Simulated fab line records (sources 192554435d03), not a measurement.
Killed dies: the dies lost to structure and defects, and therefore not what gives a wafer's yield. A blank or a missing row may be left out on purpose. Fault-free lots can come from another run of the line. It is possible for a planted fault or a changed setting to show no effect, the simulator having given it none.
Matching of chambers / flow n5Finfet / 4 sister chambers for N5_BEOL_M3_ETCH_69 on rieDiel-02
The step etches SiARC in CF4, target depth 15.6 nm, time 26 s. 16 wafers are shown with their chamber, then 8 later ones without.

## EACH WAFER AND ITS CHAMBER
wafer=L081.2; chamber=1; throttleValvePct (%)=15.68; drypumpMotorCurrentA (A)=5.5; oesProductAu (a.u.)=0.62
wafer=L081.4; chamber=3; throttleValvePct (%)=15.26; drypumpMotorCurrentA (A)=6.5; oesProductAu (a.u.)=0.78
wafer=L081.5; chamber=0; throttleValvePct (%)=15.78; drypumpMotorCurrentA (A)=5.1; oesProductAu (a.u.)=0.77
wafer=L084.1; chamber=0; throttleValvePct (%)=15.77; drypumpMotorCurrentA (A)=5.1; oesProductAu (a.u.)=0.77
wafer=L084.3; chamber=3; throttleValvePct (%)=15.25; drypumpMotorCurrentA (A)=6.6; oesProductAu (a.u.)=0.78
wafer=L084.5; chamber=3; throttleValvePct (%)=15.24; drypumpMotorCurrentA (A)=6.6; oesProductAu (a.u.)=0.78
wafer=L086.2; chamber=3; throttleValvePct (%)=15.26; drypumpMotorCurrentA (A)=6.5; oesProductAu (a.u.)=0.78
wafer=L086.4; chamber=1; throttleValvePct (%)=15.69; drypumpMotorCurrentA (A)=5.6; oesProductAu (a.u.)=0.63
wafer=L086.6; chamber=3; throttleValvePct (%)=15.28; drypumpMotorCurrentA (A)=6.5; oesProductAu (a.u.)=0.77
wafer=L088.3; chamber=2; throttleValvePct (%)=15.49; drypumpMotorCurrentA (A)=5.1; oesProductAu (a.u.)=0.67
wafer=L088.4; chamber=3; throttleValvePct (%)=15.27; drypumpMotorCurrentA (A)=6.6; oesProductAu (a.u.)=0.76
wafer=L088.5; chamber=3; throttleValvePct (%)=15.27; drypumpMotorCurrentA (A)=6.6; oesProductAu (a.u.)=0.76
wafer=L089.1; chamber=3; throttleValvePct (%)=15.26; drypumpMotorCurrentA (A)=6.6; oesProductAu (a.u.)=0.77
wafer=L089.3; chamber=2; throttleValvePct (%)=15.49; drypumpMotorCurrentA (A)=5.1; oesProductAu (a.u.)=0.68
wafer=L089.4; chamber=1; throttleValvePct (%)=15.71; drypumpMotorCurrentA (A)=5.5; oesProductAu (a.u.)=0.63
wafer=L090.1; chamber=3; throttleValvePct (%)=15.26; drypumpMotorCurrentA (A)=6.6; oesProductAu (a.u.)=0.75

SIGNATURES (means of the wafers above)
reading=throttleValvePct; chamber 0=15.7750; chamber 1=15.6933; chamber 2=15.4900; chamber 3=15.2611; scatter within a chamber=0.0116
reading=drypumpMotorCurrentA; chamber 0=5.100; chamber 1=5.533; chamber 2=5.100; chamber 3=6.567; scatter within a chamber=0.0471
reading=oesProductAu; chamber 0=0.7700; chamber 1=0.6267; chamber 2=0.6750; chamber 3=0.7700; scatter within a chamber=0.00965
Rule: distance of a wafer from a chamber = root of the sum over the readings of ((wafer's reading minus chamber's mean) / reading's scatter) squared. If the next closest chamber is less than 2 further off than the closest, the wafer can't be placed; otherwise it belongs to the closest. The scatter is the square root of a quotient: the sum, over the shown wafers, of each reading's squared deviation from its chamber's mean, divided by wafers minus chambers.

## WAFERS WITH NO CHAMBER GIVEN
wafer=L090.2; throttleValvePct (%)=15.50; drypumpMotorCurrentA (A)=5.1; oesProductAu (a.u.)=0.68
wafer=L090.3; throttleValvePct (%)=15.79; drypumpMotorCurrentA (A)=5.1; oesProductAu (a.u.)=0.75
wafer=L092.1; throttleValvePct (%)=15.81; drypumpMotorCurrentA (A)=5.1; oesProductAu (a.u.)=0.76
wafer=L092.4; throttleValvePct (%)=15.29; drypumpMotorCurrentA (A)=6.6; oesProductAu (a.u.)=0.76
wafer=L092.5; throttleValvePct (%)=15.51; drypumpMotorCurrentA (A)=5.1; oesProductAu (a.u.)=0.68
wafer=L095.2; throttleValvePct (%)=15.51; drypumpMotorCurrentA (A)=5.0; oesProductAu (a.u.)=0.66
wafer=L095.4; throttleValvePct (%)=15.81; drypumpMotorCurrentA (A)=5.1; oesProductAu (a.u.)=0.74
wafer=L095.6; throttleValvePct (%)=15.30; drypumpMotorCurrentA (A)=6.6; oesProductAu (a.u.)=0.75

## WHICH CHAMBER EACH ONE RAN IN
wafer=L090.2; from the rows above=2; in truth=2
wafer=L090.3; from the rows above=0; in truth=0
wafer=L092.1; from the rows above=0; in truth=0
wafer=L092.4; from the rows above=3; in truth=3
wafer=L092.5; from the rows above=2; in truth=2
wafer=L095.2; from the rows above=2; in truth=2
wafer=L095.4; from the rows above=0; in truth=0
wafer=L095.6; from the rows above=3; in truth=3
Correctly placed: 8 of 8. From these rows, 0 cannot be placed. 0 placed wrongly.
